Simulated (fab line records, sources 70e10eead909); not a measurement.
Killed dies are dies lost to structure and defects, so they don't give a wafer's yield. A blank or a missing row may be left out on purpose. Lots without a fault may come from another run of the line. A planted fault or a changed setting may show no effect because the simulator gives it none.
fab line records | flow nand_harc
record lots=5 wafers=15 last_day=33
route steps=1302 shown P_GATE@152
lots that met no fault: from a run of the same line without faults
start_h: hours from the record's first day to the start of the lot's first wafer shown | wait_h: hours since the lot's step before | " the same as in the row above | L1.1+2: a row that stands for several wafers | - no value, or no start given | * or withheld: withheld | < > ~ a bound
route shown NAME@n: a module of which the file shows steps, and the number in the route of the first | usual: mean/standard deviation of fault-free wafers | same: alike in all rows | chamber/n: place in a boat | sites: the reading at each site | _std_site: their standard deviation | _edge_site: outer sites' mean less inner sites' | radius_mm: how far each site lies from the wafer's centre | mask NAME#n: copy n | behind: the tool/chamber that last shaped the wafer | hold: why the lot was held/for how many hours/how that ended | device: the transistor (n, p or np) that didn't switch | end of line: the same wafers' tests at the end of the route | a step without rows: its recipe alone | killed: dies lost to structure and defects at the first sort, not the wafer's yield | map: a wafer's dies, x killed, . not, _ none there
set.NAME: the setting as run; set.NAME@STEP: as run at that earlier step | model.NAME: the simulator's own value behind a step, which no gauge read
lots at some steps of the route; a table a step, a row a wafer
services: from which hour (start_h, from the record's first day; less than 0 if before it) a tool's chamber was out of use, for how many hours, and why
## steps
# step NHARC_P_GATE_STRIP_35
# recipe time_s=600 temp_c=130 chemistry=SPM
# columns lot.wafer tool chamber start_h wait_h
L074.1+6+4 wet_bench-05 3,6,0 100.33 0.1
L083.2+5+3 wet_bench-05 1,2,4 193.26 0.1
L087.5+3+4 wet_bench-06 1,3,4 230.15 0.1
L089.4+3+6 wet_bench-05 1,3,4 242.60 0.1
L097.6+5+2 wet_bench-05 1,3,6 331.48 0.1
# step NHARC_P_GATE_PRECLEAN_73
# recipe time_s=* temp_c=50 bath_age_min=0 chemistry=SC1
# columns lot.wafer tool chamber start_h wait_h
L074.1+6+4 wet_bench-05 3,6,0 - -
L083.2+5+3 wet_bench-05 1,2,4 - -
L087.5+3+4 wet_bench-06 1,3,4 - -
L089.4+3+6 wet_bench-05 1,3,4 - -
L097.6+5+2 wet_bench-05 1,3,6 - -
# step NHARC_P_GATE_SRD_74
# columns lot.wafer tool chamber start_h wait_h
L074.1+6+4 wet_bench-05 3,6,0 - -
L083.2+5+3 wet_bench-05 1,2,4 - -
L087.5+3+4 wet_bench-06 1,3,4 - -
L089.4+3+6 wet_bench-05 1,3,4 - -
L097.6+5+2 wet_bench-05 1,3,6 - -
# step NHARC_P_GATE_ALD_36
# recipe target_thk_a=200 pulse_time_s=60 ald_cycles=223 temp_c=400 material=SiNx
# usual heater_power_outer_w=508/60 heater_power_w=820/86 precursor_pulse_height_rel=1.001/0.02
# columns lot.wafer tool chamber start_h wait_h heater_power_outer_w heater_power_w precursor_pulse_height_rel
L074.4 ald_sin-04 1 100.70 - 456 720 1.006
L074.1 " 0 103.86 - 504 812 1.018
L074.6 " 2 105.97 - 419 695 0.995
L083.3 ald_sin-04 2 194.67 - 420 702 1.007
L083.2 " 0 196.78 - 516 809 1.028
L083.5 " 1 197.83 - 454 722 0.969
L087.3 ald_sin-02 2 231.58 - 622 945 0.985
L087.4 " 3 232.66 - 510 787 1.022
L087.5 " 2 235.88 - 627 944 1.011
L089.4 ald_sin-04 1 242.96 - 449 710 0.995
L089.3 " 2 244.02 - 414 699 1.029
L089.6 " 1 247.19 - 436 728 1.021
L097.2 ald_sin-01 0 334.74 - 588 985 1.016
L097.6 " 2 336.15 - 461 831 1.040
L097.5 " 0 338.96 - 579 990 1.022
# step NHARC_P_GATE_ETCHBACK_37
# recipe target_depth_a=345 time_s=17.2 chf3_flow_sccm=50 o2_flow_sccm=10 ar_flow_sccm=200 rf_w=500 bias_w=200 chemistry=CHF3/O2
# usual bias_w=200.0/0.64 drypump_motor_current_A=5.6/0.32 oes_product_au=0.95/0.034 rf_vpp_V=371.5/2 showerhead_plenum_p_Torr=2.44/0.085 throttle_valve_pct=20.573/0.0077
# columns lot.wafer tool chamber start_h wait_h bias_w drypump_motor_current_A oes_product_au rf_hours_counter_h rf_vpp_V showerhead_plenum_p_Torr throttle_valve_pct
L074.4 rie_diel-09 1 - - 198.9 5.4 0.92 5.8 371.4 2.42 20.563
L074.1 " 2 " " 200.7 5.3 0.92 5.9 372.4 2.51 20.582
L074.6 " 0 " " 200.3 5.6 0.92 - 373.4 2.52 20.571
L083.2 rie_diel-05 3 - - 200.3 5.4 0.94 8.5 367.2 2.26 20.585
L083.3 " 0 " " 199.1 5.8 0.94 7.5 373.6 2.52 20.579
L083.5 " 2 " " 201.4 5.4 0.96 - 370.1 2.38 20.560
L087.3 rie_diel-03 1 - - 199.1 5.4 0.94 6.6 367.4 2.31 20.577
L087.4 " 3 " " 200.3 5.1 0.93 - 372.3 2.40 20.564
L087.5 " 1 " " 198.9 5.4 0.94 - 369.0 2.31 20.565
L089.3 rie_diel-05 0 - - 200.5 5.8 0.99 0.9 373.9 2.52 20.573
L089.4 " 1 " " 200.3 4.9 1.00 1.1 373.4 2.55 20.569
L089.6 " 1 " " 200.6 4.9 1.00 - 373.3 2.55 20.575
L097.2 rie_diel-03 0 - - 200.4 6.0 0.93 5.0 370.8 2.42 20.580
L097.6 " 2 " " 200.2 5.8 0.93 - 373.2 2.54 20.568
L097.5 " 3 " " 200.1 5.2 0.92 - 371.0 2.40 20.574
# step NHARC_P_GATE_STRIP_101
# recipe time_s=20 o2_flow_sccm=500 ar_flow_sccm=0 bias_w=0 chemistry=O2
# usual drypump_motor_current_A=5.6/0.32 oes_product_au=1.000/0.011 rf_vpp_V=57.9/0.76 showerhead_plenum_p_Torr=3.58/0.12 throttle_valve_pct=17.036/0.0086
# same bias_w=0
# columns lot.wafer tool chamber start_h wait_h drypump_motor_current_A oes_product_au rf_hours_counter_h rf_vpp_V showerhead_plenum_p_Torr throttle_valve_pct
L074.1 rie_diel-09 3 110.29 0.1 6.1 0.998 7.1 57.4 3.61 17.033
L074.4 " 1 " " 5.4 0.998 5.9 59.4 3.56 17.010
L074.6 " 3 " " 6.2 1.004 - 58.4 3.61 17.035
L083.3 rie_diel-05 3 203.20 0.1 5.3 1.009 8.5 57.5 3.32 17.043
L083.2 " 2 " " 5.5 0.998 7.6 58.6 3.49 17.037
L083.5 " 3 " " 5.3 1.008 - 57.0 3.32 17.038
L087.3 rie_diel-03 0 240.24 0.1 6.0 0.996 5.7 57.7 3.56 17.031
L087.4 " 1 " " 5.4 1.030 - 57.8 3.39 17.025
L087.5 " 3 " " 5.2 1.005 - 57.4 3.53 17.020
L089.3 rie_diel-05 3 252.57 0.1 5.4 1.000 0.6 57.1 3.32 17.045
L089.4 " 0 " " 5.8 0.981 1.0 58.4 3.70 17.032
L089.6 " 1 " " 5.0 0.995 - 57.9 3.75 17.057
L097.2 rie_diel-03 0 343.64 0.1 6.0 1.002 5.0 58.9 3.56 17.039
L097.5 " 1 " " 5.4 0.993 - 57.4 3.39 17.029
L097.6 " 2 " " 5.8 0.992 - 58.4 3.72 17.040
# step NHARC_P_GATE_PRECLEAN_97
# recipe time_s=600 temp_c=120 chemistry=SPM
# columns lot.wafer tool chamber start_h wait_h
L074.4+6+1 wet_bench-05 1,3,5 110.39 -
L083.2+5+3 wet_bench-06 2,4,5 203.31 -
L087.4+3+5 wet_bench-05 4,6,7 240.35 -
L089.3+6+4 wet_bench-05 5,6,7 252.68 -
L097.5+2+6 wet_bench-06 1,3,5 343.74 -
# step NHARC_P_GATE_SRD_98
# columns lot.wafer tool chamber start_h wait_h
L074.4+6+1 wet_bench-05 1,3,5 - -
L083.2+5+3 wet_bench-06 2,4,5 - -
L087.4+3+5 wet_bench-05 4,6,7 - -
L089.3+6+4 wet_bench-05 5,6,7 - -
L097.5+2+6 wet_bench-06 1,3,5 - -
# step NHARC_P_GATE_PRECLEAN_99
# recipe time_s=* temp_c=50 bath_age_min=0 chemistry=SC1
# columns lot.wafer tool chamber start_h wait_h
L074.4+6+1 wet_bench-05 1,3,5 - -
L083.2+5+3 wet_bench-06 2,4,5 - -
L087.4+3+5 wet_bench-05 4,6,7 - -
L089.3+6+4 wet_bench-05 5,6,7 - -
L097.5+2+6 wet_bench-06 1,3,5 - -
# step NHARC_P_GATE_SRD_100
# columns lot.wafer tool chamber start_h wait_h
L074.4+6+1 wet_bench-05 1,3,5 - -
L083.2+5+3 wet_bench-06 2,4,5 - -
L087.4+3+5 wet_bench-05 4,6,7 - -
L089.3+6+4 wet_bench-05 5,6,7 - -
L097.5+2+6 wet_bench-06 1,3,5 - -
# step NHARC_P_GATE_DEHYDRATE_38
# recipe temp_c=150 time_s=120
# columns lot.wafer tool chamber start_h wait_h
L074.1+4+6 litho_track-07 0 110.79 -
L083.2+3+5 litho_track-05 0 203.69 -
L087.3+4+5 litho_track-07 0 240.74 -
L089.3+4+6 litho_track-05 0 253.06 -
L097.2+5+6 litho_track-05 0 344.13 -
# step NHARC_P_GATE_HMDS_39
# recipe time_s=30
# columns lot.wafer tool chamber start_h wait_h
L074.1+4+6 litho_track-07 0 - -
L083.2+3+5 litho_track-05 0 - -
L087.3+4+5 litho_track-07 0 - -
L089.3+4+6 litho_track-05 0 - -
L097.2+5+6 litho_track-05 0 - -
# step NHARC_P_GATE_COAT_40
# recipe spin_rpm=3000
# columns lot.wafer tool chamber start_h wait_h
L074.1+4+6 litho_track-07 0 - -
L083.2+3+5 litho_track-05 0 - -
L087.3+4+5 litho_track-07 0 - -
L089.3+4+6 litho_track-05 0 - -
L097.2+5+6 litho_track-05 0 - -
# step NHARC_P_GATE_SOFTBAKE_41
# recipe temp_c=122 time_s=95
# columns lot.wafer tool chamber start_h wait_h
L074.1+4+6 litho_track-07 0 - -
L083.2+3+5 litho_track-05 0 - -
L087.3+4+5 litho_track-07 0 - -
L089.3+4+6 litho_track-05 0 - -
L097.2+5+6 litho_track-05 0 - -
# step NHARC_P_GATE_EBR_42
# columns lot.wafer tool chamber start_h wait_h
L074.1+4+6 litho_track-07 0 - -
L083.2+3+5 litho_track-05 0 - -
L087.3+4+5 litho_track-07 0 - -
L089.3+4+6 litho_track-05 0 - -
L097.2+5+6 litho_track-05 0 - -
# step NHARC_P_GATE_EXPOSE_43
# recipe na=0.6 target_cd_nm=720 dose_mj=14.81 mask_id=P_NSD
# columns lot.wafer tool chamber start_h wait_h mask
L074.1+4+6 krf_scanner-03 0 110.94 - P_NSD#0
L083.2+3+5 krf_scanner-03 0 203.97 - P_NSD#0
L087.3+4+5 krf_scanner-01 0 241.02 - P_NSD#0
L089.3+4+6 krf_scanner-04 0 253.34 - P_NSD#0
L097.2+5+6 krf_scanner-03 0 344.28 - P_NSD#0
# step NHARC_P_GATE_PEB_44
# recipe peb_temp_c=118 peb_time_s=85
# columns lot.wafer tool chamber start_h wait_h
L074.1+4+6 litho_track-03 0 111.00 0.1
L083.2+3+5 litho_track-05 0 204.03 0.1
L087.3+4+5 litho_track-03 0 241.08 0.1
L089.3+4+6 litho_track-05 0 253.40 0.1
L097.2+5+6 litho_track-03 0 344.34 0.1
# step NHARC_P_GATE_DEVELOP_45
# recipe time_s=70
# columns lot.wafer tool chamber start_h wait_h
L074.1+4+6 litho_track-03 0 - -
L083.2+3+5 litho_track-05 0 - -
L087.3+4+5 litho_track-03 0 - -
L089.3+4+6 litho_track-05 0 - -
L097.2+5+6 litho_track-03 0 - -
# step NHARC_P_GATE_CD_MEAS_46
# recipe target_cd_nm=720 landing_energy_ev=500
# usual cd_nm=720.1/1.7
# columns lot.wafer tool chamber start_h wait_h cd_nm
L074.1 cd_sem-03 0 111.09 - 720.6
L074.4 " 0 " " 719.0
L074.6 " 0 " " 718.4
L083.2 cd_sem-02 0 204.12 - 719.2
L083.3 " 0 " " 721.4
L083.5 " 0 " " 719.9
L087.3 cd_sem-01 0 241.17 - 721.2
L087.4 " 0 " " 719.9
L087.5 " 0 " " 718.5
L089.3 cd_sem-02 0 253.49 - 720.9
L089.4 " 0 " " 722.7
L089.6 " 0 " " 720.7
L097.2 cd_sem-02 0 344.43 - 720.0
L097.5 " 0 " " 719.1
L097.6 " 0 " " 719.3
# step NHARC_P_GATE_HARDBAKE_47
# recipe temp_c=125 time_s=80
# columns lot.wafer tool chamber start_h wait_h
L074.1+4+6 litho_track-05 0 111.17 -
L083.2+3+5 litho_track-07 0 204.20 -
L087.3+4+5 litho_track-03 0 241.25 -
L089.3+4+6 litho_track-03 0 253.57 -
L097.2+5+6 litho_track-05 0 344.51 -
# step NHARC_P_GATE_DESCUM_48
# recipe time_s=3 o2_flow_sccm=200 ar_flow_sccm=0 bias_power_w=0 chemistry=O2
# usual drypump_motor_current_A=5.6/0.33 oes_product_au=1.000/0.011 rf_vpp_V=58.0/0.89 showerhead_plenum_p_Torr=1.96/0.066 throttle_valve_pct=11.312/0.009
# columns lot.wafer tool chamber start_h wait_h drypump_motor_current_A oes_product_au rf_hours_counter_h rf_vpp_V showerhead_plenum_p_Torr throttle_valve_pct
L074.1 rie_diel-05 1 111.25 - 4.9 1.004 2.6 57.9 2.04 11.305
L074.4 " 0 " " 5.8 0.995 2.6 58.1 2.02 11.323
L074.6 " 1 " " 4.9 0.996 - 58.1 2.04 11.315
L083.3 rie_diel-09 2 204.28 - 5.3 0.992 1.3 59.7 2.01 11.312
L083.2 " 3 " " 6.1 1.009 1.4 59.8 1.96 11.331
L083.5 " 2 " " 5.3 0.995 - 58.5 2.01 11.292
L087.3 rie_diel-09 3 241.33 - 6.1 1.006 3.3 58.0 1.96 11.309
L087.4 " 1 " " 5.4 0.991 4.0 58.2 1.93 11.317
L087.5 " 3 " " 6.1 0.991 - 57.9 1.96 11.311
L089.3 rie_diel-05 3 253.64 - 5.3 0.988 0.7 57.3 1.79 11.309
L089.4 " 1 " " 5.0 1.004 1.1 58.1 2.04 11.309
L089.6 " 0 " " 5.8 0.991 - 58.6 2.02 11.319
L097.2 rie_diel-09 0 344.59 - 5.6 1.000 0.7 57.2 2.01 11.313
L097.6 " 0 " " 5.6 1.016 - 58.2 2.01 11.319
L097.5 " 1 " " 5.4 1.014 - 57.4 1.93 11.315
# step NHARC_P_GATE_IMPLANT_49
# recipe energy_kev=30 dose_cm2=3e+15 tilt_deg=7
# columns lot.wafer tool chamber start_h wait_h
L074.1+4+6 implanter-01 0 111.40 0.1
L083.2+3+5 implanter-02 0 204.45 0.2
L087.3+4+5 implanter-01 0 241.53 0.2
L089.3+4+6 implanter-01 0 253.85 0.2
L097.2+5+6 implanter-01 0 344.77 0.2
# step NHARC_P_GATE_STRIP_111
# recipe power_w=1500 temp_c=110 time_s=250 chemistry=N2/H2
# usual drypump_motor_current_A=5.7/0.45 heater_power_w=80/3.9
# columns lot.wafer tool chamber start_h wait_h drypump_motor_current_A heater_power_w rf_hours_counter_h
L074.1 plasma_asher-01 1 111.68 0.2 6.5 80 24
L074.4 " 0 " " 5.8 70 -
L074.6 " 1 " " 6.5 82 -
L083.2 plasma_asher-02 1 204.70 0.2 5.2 80 27
L083.3 " 0 " " 5.6 84 -
L083.5 " 0 " " 5.5 84 -
L087.3 plasma_asher-02 0 241.80 0.2 5.5 86 -
L087.4 " 1 " " 5.2 82 -
L087.5 " 0 " " 5.5 84 -
L089.4 plasma_asher-01 0 254.37 0.5 5.8 73 -
L089.3 " 1 " " 6.5 78 -
L089.6 " 1 " " 6.5 81 -
L097.2 plasma_asher-02 0 345.01 0.2 5.5 84 17
L097.6 " 1 " " 5.2 79 -
L097.5 " 0 " " 5.5 86 -
# step NHARC_P_GATE_STRIP_75
# recipe power_w=1500 temp_c=250 chemistry=O2
# usual drypump_motor_current_A=5.7/0.45 heater_power_w=298/14
# columns lot.wafer tool chamber start_h wait_h drypump_motor_current_A heater_power_w rf_hours_counter_h
L074.1 plasma_asher-01 1 111.94 0.2 6.5 308 24
L074.4 " 0 " " 5.8 275 -
L074.6 " 1 " " 6.5 303 -
L083.2 plasma_asher-02 1 204.96 0.2 5.2 299 27
L083.3 " 0 " " 5.5 321 -
L083.5 " 0 " " 5.5 313 -
L087.3 plasma_asher-02 0 242.03 0.2 5.5 319 -
L087.4 " 1 " " 5.2 302 -
L087.5 " 0 " " 5.5 326 -
L089.4 plasma_asher-01 0 254.59 0.2 5.8 272 -
L089.3 " 1 " " 6.5 294 -
L089.6 " 1 " " 6.5 291 -
L097.2 plasma_asher-02 0 345.27 0.2 5.5 315 17
L097.6 " 1 " " 5.2 301 -
L097.5 " 0 " " 5.5 309 -
# step NHARC_P_GATE_STRIP_50
# recipe time_s=900 temp_c=130 chemistry=SPM
# columns lot.wafer tool chamber start_h wait_h
L074.4+6+1 wet_bench-04 6,0,2 112.09 0.1
L083.5+3+2 wet_bench-04 3,4,6 205.11 0.1
L087.5+4+3 wet_bench-04 5,6,1 242.16 0.1
L089.4+3+6 wet_bench-06 5,7,1 254.72 0.1
L097.6+5+2 wet_bench-06 7,2,3 345.41 0.1
# step NHARC_P_GATE_DEHYDRATE_51
# recipe temp_c=150 time_s=120
# columns lot.wafer tool chamber start_h wait_h
L074.1+4+6 litho_track-03 0 112.43 -
L083.2+3+5 litho_track-07 0 205.44 -
L087.3+4+5 litho_track-05 0 242.50 -
L089.3+4+6 litho_track-03 0 255.07 -
L097.2+5+6 litho_track-03 0 345.76 -
# step NHARC_P_GATE_HMDS_52
# recipe time_s=30
# columns lot.wafer tool chamber start_h wait_h
L074.1+4+6 litho_track-03 0 - -
L083.2+3+5 litho_track-07 0 - -
L087.3+4+5 litho_track-05 0 - -
L089.3+4+6 litho_track-03 0 - -
L097.2+5+6 litho_track-03 0 - -
# step NHARC_P_GATE_COAT_53
# recipe spin_rpm=3000
# columns lot.wafer tool chamber start_h wait_h
L074.1+4+6 litho_track-03 0 - -
L083.2+3+5 litho_track-07 0 - -
L087.3+4+5 litho_track-05 0 - -
L089.3+4+6 litho_track-03 0 - -
L097.2+5+6 litho_track-03 0 - -
# step NHARC_P_GATE_SOFTBAKE_54
# recipe temp_c=122 time_s=95
# columns lot.wafer tool chamber start_h wait_h
L074.1+4+6 litho_track-03 0 - -
L083.2+3+5 litho_track-07 0 - -
L087.3+4+5 litho_track-05 0 - -
L089.3+4+6 litho_track-03 0 - -
L097.2+5+6 litho_track-03 0 - -
# step NHARC_P_GATE_EBR_55
# columns lot.wafer tool chamber start_h wait_h
L074.1+4+6 litho_track-03 0 - -
L083.2+3+5 litho_track-07 0 - -
L087.3+4+5 litho_track-05 0 - -
L089.3+4+6 litho_track-03 0 - -
L097.2+5+6 litho_track-03 0 - -
# step NHARC_P_GATE_EXPOSE_56
# recipe na=0.6 target_cd_nm=720 dose_mj=14.81 mask_id=P_PSD
# columns lot.wafer tool chamber start_h wait_h mask
L074.1+4+6 krf_scanner-03 0 112.70 - P_PSD#0
L083.2+3+5 krf_scanner-03 0 205.72 - P_PSD#0
L087.3+4+5 krf_scanner-03 0 242.66 - P_PSD#0
L089.3+4+6 krf_scanner-01 0 255.35 - P_PSD#0
L097.2+5+6 krf_scanner-01 0 346.03 - P_PSD#0
# step NHARC_P_GATE_PEB_57
# recipe peb_temp_c=118 peb_time_s=85
# columns lot.wafer tool chamber start_h wait_h
L074.1+4+6 litho_track-05 0 112.77 0.1
L083.2+3+5 litho_track-03 0 205.78 0.1
L087.3+4+5 litho_track-07 0 242.72 0.1
L089.3+4+6 litho_track-03 0 255.40 0.1
L097.2+5+6 litho_track-05 0 346.09 0.1
# step NHARC_P_GATE_DEVELOP_58
# recipe time_s=70
# columns lot.wafer tool chamber start_h wait_h
L074.1+4+6 litho_track-05 0 - -
L083.2+3+5 litho_track-03 0 - -
L087.3+4+5 litho_track-07 0 - -
L089.3+4+6 litho_track-03 0 - -
L097.2+5+6 litho_track-05 0 - -
# step NHARC_P_GATE_CD_MEAS_59
# recipe target_cd_nm=720 landing_energy_ev=500
# usual cd_nm=720.7/2
# columns lot.wafer tool chamber start_h wait_h cd_nm
L074.1 cd_sem-03 0 112.86 - 722.4
L074.4 " 0 " " 717.7
L074.6 " 0 " " 724.0
L083.2 cd_sem-02 0 205.87 - 719.6
L083.3 " 0 " " 721.2
L083.5 " 0 " " 718.3
L087.3 cd_sem-01 0 242.81 - 722.2
L087.4 " 0 " " 721.3
L087.5 " 0 " " 722.8
L089.3 cd_sem-03 0 255.50 - 720.8
L089.4 " 0 " " 720.4
L089.6 " 0 " " 718.4
L097.2 cd_sem-02 0 346.18 - 721.0
L097.5 " 0 " " 717.1
L097.6 " 0 " " 719.6
# step NHARC_P_GATE_HARDBAKE_60
# recipe temp_c=125 time_s=80
# columns lot.wafer tool chamber start_h wait_h
L074.1+4+6 litho_track-05 0 112.94 -
L083.2+3+5 litho_track-05 0 205.95 -
L087.3+4+5 litho_track-05 0 242.89 -
L089.3+4+6 litho_track-03 0 255.58 -
L097.2+5+6 litho_track-03 0 346.26 -
# step NHARC_P_GATE_DESCUM_61
# recipe time_s=3 o2_flow_sccm=200 ar_flow_sccm=0 bias_power_w=0 chemistry=O2
# usual drypump_motor_current_A=5.5/0.33 oes_product_au=0.999/0.01 rf_vpp_V=58.0/0.9 showerhead_plenum_p_Torr=1.95/0.072 throttle_valve_pct=11.311/0.0097
# columns lot.wafer tool chamber start_h wait_h drypump_motor_current_A oes_product_au rf_hours_counter_h rf_vpp_V showerhead_plenum_p_Torr throttle_valve_pct
L074.1 rie_diel-05 1 113.02 - 4.9 1.000 2.7 58.8 2.04 11.312
L074.4 " 0 " " 5.8 0.985 2.7 58.0 2.02 11.320
L074.6 " 2 " " 5.4 1.003 - 58.5 1.89 11.308
L083.3 rie_diel-09 0 206.03 - 5.6 1.007 2.0 58.0 2.01 11.299
L083.2 " 3 " " 6.2 0.992 1.4 58.6 1.96 11.307
L083.5 " 1 " " 5.4 0.996 - 55.6 1.93 11.318
L087.3 rie_diel-05 1 243.00 - 5.0 1.000 0.1 60.8 2.04 11.311
L087.5 " 2 " " 5.4 0.989 - 57.9 1.89 11.312
L087.4 " 3 " " 5.3 0.992 - 57.3 1.79 11.315
L089.4 rie_diel-05 2 255.65 - 5.4 0.982 0.6 57.4 1.89 11.308
L089.3 " 0 " " 5.8 0.984 1.0 57.6 2.02 11.305
L089.6 " 2 " " 5.4 0.981 - 57.8 1.89 11.324
L097.2 rie_diel-05 1 346.37 - 5.0 0.992 5.3 57.4 2.04 11.319
L097.6 " 3 " " 5.3 0.994 - 58.0 1.79 11.318
L097.5 " 0 " " 5.8 0.988 - 58.0 2.01 11.314
# step NHARC_P_GATE_IMPLANT_62
# recipe energy_kev=20 dose_cm2=3e+15 tilt_deg=7
# columns lot.wafer tool chamber start_h wait_h
L074.1+4+6 implanter-01 0 113.16 0.1
L083.2+3+5 implanter-02 0 206.21 0.1
L087.3+4+5 implanter-02 0 243.20 0.2
L089.3+4+6 implanter-02 0 255.86 0.2
L097.2+5+6 implanter-01 0 346.52 0.1
# step NHARC_P_GATE_STRIP_112
# recipe power_w=1500 temp_c=110 time_s=200 chemistry=N2/H2
# usual drypump_motor_current_A=5.8/0.47 heater_power_w=79/3.7
# columns lot.wafer tool chamber start_h wait_h drypump_motor_current_A heater_power_w rf_hours_counter_h
L074.1 plasma_asher-01 1 113.43 0.2 6.5 80 24
L074.4 " 0 " " 5.9 74 -
L074.6 " 1 " " 6.5 80 -
L083.2 plasma_asher-01 1 206.40 0.2 6.5 77 5
L083.3 " 0 " " 5.9 76 -
L083.5 " 0 " " 5.8 74 -
L087.3 plasma_asher-02 0 243.44 0.2 5.5 86 -
L087.4 " 1 " " 5.2 80 -
L087.5 " 0 " " 5.5 83 -
L089.3 plasma_asher-01 1 256.11 0.2 6.4 78 -
L089.4 " 0 " " 5.8 73 -
L089.6 " 1 " " 6.5 79 -
L097.2 plasma_asher-02 0 346.76 0.2 5.5 82 18
L097.6 " 1 " " 5.2 81 -
L097.5 " 0 " " 5.5 83 -
# step NHARC_P_GATE_STRIP_76
# recipe power_w=1500 temp_c=250 chemistry=O2
# usual drypump_motor_current_A=5.8/0.47 heater_power_w=295/14
# columns lot.wafer tool chamber start_h wait_h drypump_motor_current_A heater_power_w rf_hours_counter_h
L074.1 plasma_asher-01 1 113.67 0.2 6.5 297 25
L074.4 " 0 " " 5.8 275 -
L074.6 " 1 " " 6.5 304 -
L083.2 plasma_asher-01 1 206.66 0.2 6.5 294 5
L083.3 " 0 " " 5.8 278 -
L083.5 " 0 " " 5.8 279 -
L087.3 plasma_asher-02 0 243.64 0.2 5.5 320 -
L087.4 " 1 " " 5.2 297 -
L087.5 " 0 " " 5.5 313 -
L089.3 plasma_asher-01 1 256.30 0.2 6.5 286 -
L089.4 " 0 " " 5.8 278 -
L089.6 " 1 " " 6.5 295 -
L097.2 plasma_asher-02 0 346.99 0.2 5.5 316 18
L097.6 " 1 " " 5.2 305 -
L097.5 " 0 " " 5.5 316 -
# step NHARC_P_GATE_STRIP_63
# recipe time_s=900 temp_c=130 chemistry=SPM
# columns lot.wafer tool chamber start_h wait_h
L074.4+6+1 wet_bench-04 3,5,7 113.80 0.1
L083.3+5+2 wet_bench-04 0,2,3 206.80 0.1
L087.5+3+4 wet_bench-06 2,3,6 243.76 0.1
L089.4+6+3 wet_bench-06 6,7,1 256.44 0.1
L097.6+2+5 wet_bench-06 5,7,0 347.12 0.1
# step NHARC_P_GATE_DEHYDRATE_83
# recipe temp_c=150 time_s=120
# columns lot.wafer tool chamber start_h wait_h
L074.1+4+6 litho_track-07 0 114.16 -
L083.2+3+5 litho_track-07 0 207.15 -
L087.3+4+5 litho_track-07 0 244.11 -
L089.3+4+6 litho_track-05 0 256.77 -
L097.2+5+6 litho_track-05 0 347.47 -
# step NHARC_P_GATE_HMDS_84
# recipe time_s=30
# columns lot.wafer tool chamber start_h wait_h
L074.1+4+6 litho_track-07 0 - -
L083.2+3+5 litho_track-07 0 - -
L087.3+4+5 litho_track-07 0 - -
L089.3+4+6 litho_track-05 0 - -
L097.2+5+6 litho_track-05 0 - -
# step NHARC_P_GATE_COAT_85
# recipe spin_rpm=3000
# columns lot.wafer tool chamber start_h wait_h
L074.1+4+6 litho_track-07 0 - -
L083.2+3+5 litho_track-07 0 - -
L087.3+4+5 litho_track-07 0 - -
L089.3+4+6 litho_track-05 0 - -
L097.2+5+6 litho_track-05 0 - -
# step NHARC_P_GATE_SOFTBAKE_86
# recipe temp_c=122 time_s=95
# columns lot.wafer tool chamber start_h wait_h
L074.1+4+6 litho_track-07 0 - -
L083.2+3+5 litho_track-07 0 - -
L087.3+4+5 litho_track-07 0 - -
L089.3+4+6 litho_track-05 0 - -
L097.2+5+6 litho_track-05 0 - -
# step NHARC_P_GATE_EBR_87
# columns lot.wafer tool chamber start_h wait_h
L074.1+4+6 litho_track-07 0 - -
L083.2+3+5 litho_track-07 0 - -
L087.3+4+5 litho_track-07 0 - -
L089.3+4+6 litho_track-05 0 - -
L097.2+5+6 litho_track-05 0 - -
# step NHARC_P_GATE_EXPOSE_88
# recipe na=0.6 target_cd_nm=2000 dose_mj=11.87 mask_id=P_HVN
# columns lot.wafer tool chamber start_h wait_h mask
L074.1+4+6 krf_scanner-03 0 114.43 - P_HVN#0
L083.2+3+5 krf_scanner-04 0 207.42 - P_HVN#0
L087.3+4+5 krf_scanner-01 0 244.39 - P_HVN#0
L089.3+4+6 krf_scanner-04 0 257.05 - P_HVN#0
L097.2+5+6 krf_scanner-01 0 347.74 - P_HVN#0
# step NHARC_P_GATE_PEB_89
# recipe peb_temp_c=118 peb_time_s=85
# columns lot.wafer tool chamber start_h wait_h
L074.1+4+6 litho_track-03 0 114.49 0.1
L083.2+3+5 litho_track-05 0 207.49 0.1
L087.3+4+5 litho_track-03 0 244.45 0.1
L089.3+4+6 litho_track-03 0 257.11 0.1
L097.2+5+6 litho_track-05 0 347.80 0.1
# step NHARC_P_GATE_DEVELOP_90
# recipe time_s=70
# columns lot.wafer tool chamber start_h wait_h
L074.1+4+6 litho_track-03 0 - -
L083.2+3+5 litho_track-05 0 - -
L087.3+4+5 litho_track-03 0 - -
L089.3+4+6 litho_track-03 0 - -
L097.2+5+6 litho_track-05 0 - -
# step NHARC_P_GATE_CD_MEAS_91
# recipe target_cd_nm=2000 landing_energy_ev=500
# usual cd_nm=2001.2/1.8
# columns lot.wafer tool chamber start_h wait_h cd_nm
L074.1 cd_sem-02 0 114.58 - 2000.5
L074.4 " 0 " " 2002.1
L074.6 " 0 " " 1998.0
L083.2 cd_sem-01 0 207.58 - 2003.3
L083.3 " 0 " " 1999.7
L083.5 " 0 " " 2002.9
L087.3 cd_sem-01 0 244.54 - 1999.0
L087.4 " 0 " " 2000.0
L087.5 " 0 " " 2001.7
L089.3 cd_sem-02 0 257.20 - 2000.0
L089.4 " 0 " " 1998.7
L089.6 " 0 " " 1997.9
L097.2 cd_sem-02 0 347.89 - 2000.3
L097.5 " 0 " " 2002.7
L097.6 " 0 " " 2003.3
# step NHARC_P_GATE_HARDBAKE_92
# recipe temp_c=125 time_s=80
# columns lot.wafer tool chamber start_h wait_h
L074.1+4+6 litho_track-05 0 114.66 -
L083.2+3+5 litho_track-03 0 207.66 -
L087.3+4+5 litho_track-05 0 244.62 -
L089.3+4+6 litho_track-03 0 257.30 -
L097.2+5+6 litho_track-05 0 347.97 -
## services
# columns tool chamber start_h hours kind
wet_bench-06 - 81.23 7.4 repair
krf_scanner-03 - 82.50 0.3 repair
wet_bench-05 - 84.80 8.0 pm
wet_bench-06 - 99.45 2.8 repair
litho_track-03 - 100.00 7.0 pm
litho_track-05 - 124.00 7.0 pm
krf_scanner-03 - 138.09 1.9 repair
plasma_asher-01 - 157.00 0.9 repair
plasma_asher-01 - 165.00 9.0 pm
wet_bench-06 - 193.60 8.0 pm
rie_diel-05 - 215.27 0.9 repair
krf_scanner-03 - 224.00 4.0 pm
rie_diel-05 - 229.60 9.0 pm
wet_bench-05 - 231.11 7.7 repair
krf_scanner-03 - 245.81 0.3 repair
plasma_asher-02 - 249.20 9.0 pm
litho_track-07 - 251.00 7.0 pm
wet_bench-05 - 260.80 8.0 pm
litho_track-03 - 275.00 7.0 pm
plasma_asher-01 - 289.37 2.6 repair
rie_diel-05 1 294.45 1.3 repair
litho_track-05 - 299.00 7.0 pm
rie_diel-05 - 324.68 1.1 repair
plasma_asher-01 - 342.00 9.0 pm
## key
fault none
